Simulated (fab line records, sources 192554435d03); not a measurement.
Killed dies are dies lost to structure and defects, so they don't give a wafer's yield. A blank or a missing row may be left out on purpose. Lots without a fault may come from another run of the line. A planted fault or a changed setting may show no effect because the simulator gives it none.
Split-lot experiment | flow n5_finfet | 7 lots, 21 wafers read, on a route of 1938 steps

THE SPLIT
At N5_BEOL_M11_VIA_ETCH_34 (etches SiCOH lowk in C4F6/O2, target depth 184.5 nm, time 69.2 s), the setting time_s was moved away from the recipe's 69.2 s on 4 of the 21 wafers read, by -13.4% to +16.4%. The other wafers ran this setting at the recipe's value.

The reading is taken at the split's own step.

THE READING
etch.depth_nm (the simulator's own value, which no gauge read), in nm, at N5_BEOL_M11_VIA_ETCH_34 (etches SiCOH lowk in C4F6/O2, target depth 184.5 nm, time 69.2 s). The file gives no usual value for it. The 17 wafers here that ran the recipe average 185.6 nm, standard deviation 3.1 nm.

wafer  | tool, chamber at the split | time_s as run, s | against the recipe | etch.depth_nm, nm | against lot-mates on the recipe
L079.3 | rie_diel-01, 1             | 69.2             | recipe             | 189.9             | -
L079.5 | rie_diel-01, 1             | 69.2             | recipe             | 189.6             | -
L079.6 | rie_diel-01, 2             | 69.2             | recipe             | 186.2             | -
L084.1 | rie_diel-04, 0             | 69.2             | recipe             | 186.1             | -
L084.2 | rie_diel-04, 1             | 69.2             | recipe             | 181               | -
L084.6 | rie_diel-04, 3             | 69.2             | recipe             | 187.9             | -
L085.2 | rie_diel-05, 2             | 69.2             | recipe             | 185.4             | -
L085.5 | rie_diel-05, 3             | 69.2             | recipe             | 180.5             | -
L085.6 | rie_diel-05, 0             | 69.2             | recipe             | 184.4             | -
L091.1 | rie_diel-04, 1             | 69.2             | recipe             | 180.7             | -
L091.4 | rie_diel-04, 0             | 69.2             | recipe             | 184.5             | -
L091.5 | rie_diel-04, 0             | 59.95            | -13.4%             | 160.9             | -21.7
L092.3 | rie_diel-05, 3             | 80.54            | +16.4%             | 211.1             | +25.0
L092.4 | rie_diel-05, 3             | 80.54            | +16.4%             | 211.5             | +25.4
L092.5 | rie_diel-05, 2             | 69.2             | recipe             | 186.1             | -
L096.2 | rie_diel-01, 1             | 63.29            | -8.5%              | 171.8             | -16.6
L096.3 | rie_diel-01, 3             | 69.2             | recipe             | 191.8             | -
L096.4 | rie_diel-01, 2             | 69.2             | recipe             | 185.1             | -
L097.1 | rie_diel-01, 2             | 69.2             | recipe             | 185.1             | -
L097.2 | rie_diel-01, 1             | 69.2             | recipe             | 187.4             | -
L097.4 | rie_diel-01, 0             | 69.2             | recipe             | 183               | -

THE FIT
A straight line over all 21 wafers: etch.depth_nm changes by +1.64 nm for each +1% of time_s; r = +0.96; the points scatter about the line by 3 nm.
The same after taking each lot's own level away (the mean of its wafers on the recipe; 21 wafers): +1.6 nm for each +1%; r = +0.98; scatter 2.3 nm.
On that fit, the largest move of time_s shifts the reading by 26 nm.
The lots' own levels span 182.60 to 188.57 nm, that is 1.9 times the standard deviation above.
So the lot-to-lot level changes the slope little: the two slopes agree.
Check: with one of the wafers moved furthest among these (+16.4%) left out of the fit, the line predicts +26.5 nm for it against its lot-mates. It came out at +25 nm against them.

OTHER SPLITS ON THESE WAFERS
These wafers also went through other splits before the reading. Each is held against what the fit with the lots' levels taken away leaves over:
other split on the same wafers | wafers away from the commonest value | r with etch.depth_nm (lot level and that fit taken away)
N5_BEOL_M10_COAT_22 spin_rpm   | 8                                    | +0.02
N5_BEOL_M11_EXPOSE_25 dose_mj  | 11                                   | -0.14

THE FILE'S OWN FIT
etch.depth_nm changes by +1.62 nm for each +1% of time_s, r = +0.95.
